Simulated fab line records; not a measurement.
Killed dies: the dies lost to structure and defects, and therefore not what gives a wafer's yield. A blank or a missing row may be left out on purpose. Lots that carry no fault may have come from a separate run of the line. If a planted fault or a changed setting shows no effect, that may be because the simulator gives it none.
A lot that was struck, set against a sound lot ; flow n5-finfet ; 14 steps out of a route of 1938
Sound: wafers L130.4, L130.5, L130.6. Struck: wafer L146.5. At the end, the cause is stated.
Order at every step that has rows: each side's tool, ch and its chambers, its first start. Under that, the readings that differ: sound wafers ; struck wafers ; difference of the means ; sigmas: that difference in standard deviations of wafers without a fault.
alike: readings with means less than 2 such deviations apart, plus words and numbers identical on both sides. not compared: withheld readings, readings lacking a value on some wafer, bounds such as >300 that could conceal the same value, and numbers that have no deviation in the record and whose values overlap.
Wherever a step has rows on one side only, a row that says differs or no value, or a row with sigmas, the two part there. Non-overlapping numbers with no deviation appear without sigmas and do not part them. Lack of a reading on every wafer of one side parts them only where that side has two or more wafers.

first, 2 steps without rows for these wafers: N5_BEOL_M11_PRECLEAN_42 (cleans in residue remover, time 60 s); N5_BEOL_M11_SRD_43 (time 30 s).
N5_BEOL_M11_CD_MEAS_35 targets a cd of 70 nm.
  sound on cd-sem-03, day 9 18:13; struck on cd-sem-01, day 14 17:07
  alike: cd-nm
N5_BEOL_M11_CURE_72: cures SiCOH lowk, time 120 s.
  sound on uv-cure-02 ch 1, day 9 18:24; struck on uv-cure-02 ch 2, day 14 17:24
  alike: lamp-power-pct, wafer_temp_C_max
N5_BEOL_M11_DEGAS_44: time 60 s.
  sound on pvd-sputter-01, day 9 18:42; struck on pvd-sputter-02, day 14 17:36
  alike: heater-power-w, susceptor-temp-C
N5_BEOL_M11_PRE_CLEAN_45: time 30 s.
  sound on pvd-sputter-01, day 9 18:44; struck on pvd-sputter-02, day 14 17:38
  alike: heater-power-w, susceptor-temp-C
then, 1 step without rows for these wafers: N5_BEOL_M11_ALD_74 (deposits TaN, target thk 2 nm, pulse time 2 s, purge time 3 s).
N5_BEOL_M11_SURFACE_TREAT_76:
  sound on pvd-sputter-01, day 9 19:06; struck on pvd-sputter-01, day 14 18:16
  not compared: throttle-valve-pct
then, 1 step without rows for these wafers: N5_BEOL_M11_CVD_75 (deposits Co from CCTBA/H2, target thk 2 nm, time 138.9 s).
N5_BEOL_M11_SPUTTER_48: material Cu, target thk 12 nm, time 2 s.
  sound on pvd-sputter-03, day 9 19:17; struck on pvd-sputter-03, day 14 18:44
reading;sound;struck;difference;sigmas
susceptor-temp-C (C);-20.15 -20.04 -20.06;-19.89;+0.19;+2
  alike: chuck-sensor-temp-C, throttle-valve-pct
then, 2 steps without rows for these wafers: N5_BEOL_M11_ECD_50 (material Cu, target thk 318 nm); N5_BEOL_M11_ANNEAL_51 (time 90 s).
N5_BEOL_M11_CMP_52: polishes, stops on SiCOH lowk, t overpolish 7 s, target thk 140 nm.
  sound on cmp-02 ch 0,3, day 9 19:55; struck on cmp-02 ch 1, day 14 20:05
reading;sound;struck;difference;sigmas
platen-rpm (rpm);49.98 49.93 50.00;48.01;-1.96;-61
  alike: barrier-field-endpoint-s, clearing-platen-rpm, edge-zone-pressure-frac, head-pressure-psi, motor-current-A, overpolish-run-s, slurry-filter-dp-kPa, time-to-endpoint-s
N5_PASSIVATION_PROBE_49:
  rows exist in the record for the sound wafers here (prober-02, day 11 13:47), none for the struck ones

== WHERE THEY PART ==
Earliest at N5_BEOL_M11_SPUTTER_48; latest, in this record, at N5_PASSIVATION_PROBE_49.

WHY: whatever the simulator had introduced
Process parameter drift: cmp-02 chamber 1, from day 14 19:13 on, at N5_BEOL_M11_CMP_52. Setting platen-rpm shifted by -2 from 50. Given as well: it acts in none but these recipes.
